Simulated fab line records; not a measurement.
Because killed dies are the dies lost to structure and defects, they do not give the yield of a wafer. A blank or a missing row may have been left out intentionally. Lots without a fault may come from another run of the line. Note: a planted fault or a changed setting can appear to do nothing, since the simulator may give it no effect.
What tool caused it? | flow nand_harc | 6 lots, 18 wafers sampled, at 1 step of a route of 1159

## WHAT THE GAUGES SHOWED, per wafer
NHARC_A_SLIT_OVL_MEAS_10.
lot  | measured     | on         | overlay_x_nm (nm)
L729 | day 14 21:03 | overlay-02 | -0.1 0.3 -0.2
L730 | day 14 21:22 | overlay-02 | 0.8 0.6 0.5
L742 | day 17 23:14 | overlay-02 | -0.1 0.6 0.1
L743 | day 17 23:32 | overlay-02 | -0.6 -0.3 -0.8
L748 | day 19 09:14 | overlay-01 | 0.2 0.4 0.2
L750 | day 19 10:24 | overlay-01 | 0.6 1.3 0.9

## WHICH TOOL RAN EACH LOT (tool, then ch and the chambers of the sampled wafers, then the start)
Record: no process step prior to these readings.

## THE ANSWER, worked out from the rows above alone
Rule: what is usual is taken from the lots themselves. The widest of any qualifying gaps counts: lots, ordered by their means at a reading, are off when they make up no more than a third of the lots, leave a main group of 4 or more, and stand apart from it by 3 or more times the standard deviation of that group's means. A main group whose means are all the same, to the digits that the tables above print for the reading, isn't used. Also off: a lot with no number at a reading for which 4 or more lots have one. All remaining lots with rows at the step are treated as sound.
Nothing can be told from this: no lot is off at any reading shown.

## WHAT THE SIMULATOR HAD PUT IN
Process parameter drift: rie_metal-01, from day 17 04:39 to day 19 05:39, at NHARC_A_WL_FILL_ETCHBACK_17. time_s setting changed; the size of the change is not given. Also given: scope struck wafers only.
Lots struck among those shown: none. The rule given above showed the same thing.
